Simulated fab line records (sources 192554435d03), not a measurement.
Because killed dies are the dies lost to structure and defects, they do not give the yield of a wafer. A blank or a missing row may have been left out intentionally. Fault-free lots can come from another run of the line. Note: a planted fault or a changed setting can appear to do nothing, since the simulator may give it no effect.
Matching of chambers / flow n5-finfet / 3 sister chambers for N5_BEOL_M5_CO_CAP_78 on cvd-co-01
The step material Co, precursor CCTBA/H2, target thk 2 nm, time 102.1 s. 6 wafers are shown with their chamber, then 11 later ones without.

WAFERS, EACH WITH ITS CHAMBER
wafer=L086.5; chamber=0; heater-power-w (W)=247; susceptor-temp-C (C)=200.07
wafer=L087.4; chamber=0; heater-power-w (W)=238; susceptor-temp-C (C)=199.93
wafer=L089.2; chamber=2; heater-power-w (W)=310; susceptor-temp-C (C)=199.67
wafer=L089.5; chamber=2; heater-power-w (W)=313; susceptor-temp-C (C)=199.70
wafer=L089.6; chamber=1; heater-power-w (W)=211; susceptor-temp-C (C)=200.00
wafer=L091.1; chamber=1; heater-power-w (W)=209; susceptor-temp-C (C)=199.76

WAFERS WITHOUT THEIR CHAMBER
wafer=L091.3; heater-power-w (W)=243; susceptor-temp-C (C)=199.93
wafer=L091.6; heater-power-w (W)=244; susceptor-temp-C (C)=199.91
wafer=L092.1; heater-power-w (W)=252; susceptor-temp-C (C)=200.33
wafer=L092.2; heater-power-w (W)=308; susceptor-temp-C (C)=200.06
wafer=L092.5; heater-power-w (W)=244; susceptor-temp-C (C)=200.39
wafer=L095.4; heater-power-w (W)=315; susceptor-temp-C (C)=199.63
wafer=L095.5; heater-power-w (W)=249; susceptor-temp-C (C)=199.93
wafer=L095.6; heater-power-w (W)=212; susceptor-temp-C (C)=200.02
wafer=L096.1; heater-power-w (W)=247; susceptor-temp-C (C)=199.97
wafer=L096.3; heater-power-w (W)=208; susceptor-temp-C (C)=199.98
wafer=L096.5; heater-power-w (W)=210; susceptor-temp-C (C)=200.07

WHICH CHAMBER EACH WENT THROUGH
wafer=L091.3; from the rows above=0; in truth=0
wafer=L091.6; from the rows above=0; in truth=0
wafer=L092.1; from the rows above=0; in truth=0
wafer=L092.2; from the rows above=2; in truth=2
wafer=L092.5; from the rows above=0; in truth=0
wafer=L095.4; from the rows above=2; in truth=2
wafer=L095.5; from the rows above=0; in truth=0
wafer=L095.6; from the rows above=1; in truth=1
wafer=L096.1; from the rows above=0; in truth=0
wafer=L096.3; from the rows above=1; in truth=1
wafer=L096.5; from the rows above=1; in truth=1
Placed correctly: 11 of 11. Can't be placed from these rows: 0. Placed wrongly: 0.
How it was worked out, from the rows above alone: a wafer's distance from a chamber is the root of the sum, over the readings, of the square of ((its reading less the chamber's mean) divided by the reading's scatter). The wafer belongs to the nearest chamber; if the next one is less than 2 further off, it can't be placed. For every chamber, the mean is computed from those of its wafers that are shown. The scatter is the square root of a quotient: the sum, over the shown wafers, of each reading's squared deviation from its chamber's mean, divided by wafers minus chambers.
